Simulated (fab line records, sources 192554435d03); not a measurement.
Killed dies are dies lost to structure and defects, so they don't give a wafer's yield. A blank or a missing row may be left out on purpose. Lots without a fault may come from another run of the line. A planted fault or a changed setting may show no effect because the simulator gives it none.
Chamber matching | flow n5_finfet | N5_BEOL_M7_PECVD_70 on pecvd-04: 3 sister chambers
The step deposits SiO2 from TEOS/O2, target thk 20 nm, time 22.7 s. 3 wafers are shown with their chamber, then 8 later ones without.

WAFERS WITH THEIR CHAMBER
wafer  | chamber | throttle_valve_pct (%)
L088.1 | 0       | 20.8
L088.3 | 2       | 21.1
L090.2 | 1       | 22.5

WAFERS WITHOUT THEIR CHAMBER
wafer  | throttle_valve_pct (%)
L090.5 | 21.4
L090.6 | 22.9
L092.2 | 20.9
L092.3 | 22.8
L092.5 | 22.5
L095.3 | 22.7
L095.4 | 20.9
L095.5 | 21.4

WHICH CHAMBER EACH WENT THROUGH
wafer  | from the rows above     | in truth
L090.5 | can't be placed: 2 or 0 | 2
L090.6 | 1                       | 1
L092.2 | can't be placed: 0 or 2 | 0
L092.3 | 1                       | 1
L092.5 | 1                       | 1
L095.3 | 1                       | 1
L095.4 | can't be placed: 0 or 2 | 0
L095.5 | can't be placed: 2 or 0 | 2
Placed correctly: 4 of 8. Can't be placed from these rows: 4 (the true chamber is among the candidates in 4). Placed wrongly: 0.
How it was worked out, from the rows above alone: a wafer's distance from a chamber is the root of the sum, over the readings, of the square of ((its reading less the chamber's mean) divided by the reading's scatter). The wafer belongs to the nearest chamber; if the next one is less than 2 further off, it can't be placed. A chamber's mean is the mean of its shown wafers. The scatter: with one shown wafer a chamber, the root of the mean of the squares of how far each hidden wafer lies from its nearest shown one.
